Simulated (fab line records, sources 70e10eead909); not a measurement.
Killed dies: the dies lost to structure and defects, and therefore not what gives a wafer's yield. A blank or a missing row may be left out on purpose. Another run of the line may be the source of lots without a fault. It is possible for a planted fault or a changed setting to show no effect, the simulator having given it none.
Problem report, 8D (eight disciplines) form, completed by code | flow nand harc | the parts of the form that need people (team, actions taken, sign-off) are left out

== 1. WHAT IS WRONG ==
Mean of killed at array at NHARC_END_SORT_01: 142 across 6 wafers in 2 lots; on wafers with no fault it is 58 (standard deviation 18). That puts it +4.7 standard deviations away from the usual mean.
First observed at day 30 04:23: wafer L865.1, on prober-01. The record has a number at this step for 6 wafers belonging to 2 lots. The rule behind "out" and "out of limits": a value lying over 4 standard deviations away from the usual mean. The rest of the wafers with a number are treated as sound.

== 2. WHAT IT IS, AND WHAT IT ISN'T ==
question                    | is                           | is not
which readings at this step | killed at array, killed dies | killed at other, killed at periphery, killed open, killed short
which lots                  | L865, L866                   | -
which wafers of those lots  | all that have a number       | -
read on which gauges        | prober-01                    | -
when                        | from day 30 04:23            | up to then (0 sound wafers)

== 3. WHAT RULES OUT EACH SUSPECT ==
Counting: a tool stays on the suspect list if, at a process step up to the reading, it processed all lots that are out and no sound lot following the first of them.
- the gauge at NHARC_END_SORT_01: kept. All the wafers that are out were read on prober-01, and no step on other tools shows them out.
- pecvd onon-02 at NHARC_A_ONON_D1_DEP_03 (target thk 1000 nm): kept. It ran every lot that is out, first L865 (day 13 20:22), and no sound lot after that.
- cmp-03 at NHARC_THIN_TSV_CMP_01 (polishes): kept. It ran every lot that is out, first L865 (day 29 11:52), and no sound lot after that.
Left after counting: pecvd onon-02 at NHARC_A_ONON_D1_DEP_03, cmp-03 at NHARC_THIN_TSV_CMP_01, prober-01 at NHARC_END_SORT_01.

== 4. THE CAUSE (what the simulator had put in) ==
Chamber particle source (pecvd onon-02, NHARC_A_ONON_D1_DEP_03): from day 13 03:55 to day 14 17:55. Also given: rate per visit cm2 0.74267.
Of the 3 suspects that counting leaves, this tool is one.

== 5. THE EFFECT CHAIN, in route order ==
Each row: a reading where the mean over the struck wafers with a number is more than 3 standard deviations away from the usual. Only readings for which the record gives a usual standard deviation are gone through. hours: the time from each lot's start at the first step in this table that gives one to its start at this step, as a median over the lots. sigmas: the change in usual standard deviations.
hours | step              | reading         | usual | on struck wafers | change | sigmas
0     | NHARC_END_SORT_01 | killed at array | 58    | 142              | +84    | +4.7
0     | NHARC_END_SORT_01 | killed dies     | 64    | 148              | +84    | +4.6

== 6. WHAT WOULD HAVE CAUGHT IT SOONER ==
The first out-of-limits reading at a measuring or inspecting step in this record came at day 30 04:23, 408 hours after the fault's start at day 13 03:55.
Tool readings at NHARC_A_ONON_D1_DEP_03 with a usual standard deviation given in the record: none out on any struck wafer, hence no alarm at a limit of 4 standard deviations on them.
Each of the lots that are out, 2 in all, had begun NHARC_A_ONON_D1_DEP_03 on pecvd onon-02 no later than day 30 04:23. Tool hold at that time: it would have spared none of them.
